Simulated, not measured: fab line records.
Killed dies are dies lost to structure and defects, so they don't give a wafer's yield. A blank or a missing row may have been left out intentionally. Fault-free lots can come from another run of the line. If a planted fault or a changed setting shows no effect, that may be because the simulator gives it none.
Matching of chambers | flow nand harc | NHARC_A_CONTACT_DEP_85 on pecvd-02 has 3 sister chambers
The step deposits SiON, target thk 50 nm. 3 wafers are shown with their chamber, then 8 later ones without.

## WAFERS WITH THEIR CHAMBER
wafer  | chamber | heater power w (W)
L085.2 | 0       | 673
L085.6 | 2       | 913
L089.1 | 1       | 791

## WAFERS MISSING THEIR CHAMBER
wafer  | heater power w (W)
L089.3 | 616
L089.6 | 620
L091.1 | 909
L091.3 | 603
L091.4 | 740
L097.1 | 665
L097.5 | 576
L097.6 | 923

## EACH ONE'S CHAMBER
wafer  | from the rows above     | in truth
L089.3 | 0                       | 0
L089.6 | 0                       | 0
L091.1 | 2                       | 2
L091.3 | 0                       | 0
L091.4 | can't be placed: 1 or 0 | 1
L097.1 | 0                       | 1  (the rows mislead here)
L097.5 | 0                       | 0
L097.6 | 2                       | 2
Placed correctly: 6 of 8. From these rows, 1 cannot be placed; in 1 the true chamber is one of the candidates. 1 placed wrongly.
How it was worked out, from the rows above alone: a wafer's distance from a chamber is the root of the sum, over the readings, of the square of ((its reading less the chamber's mean) divided by the reading's scatter). The wafer belongs to the nearest chamber; if the next one is less than 2 further off, it can't be placed. The mean given for a chamber averages the wafers shown for that chamber. The scatter: root of mean squared gap, hidden wafer to nearest shown wafer, with one shown wafer a chamber.
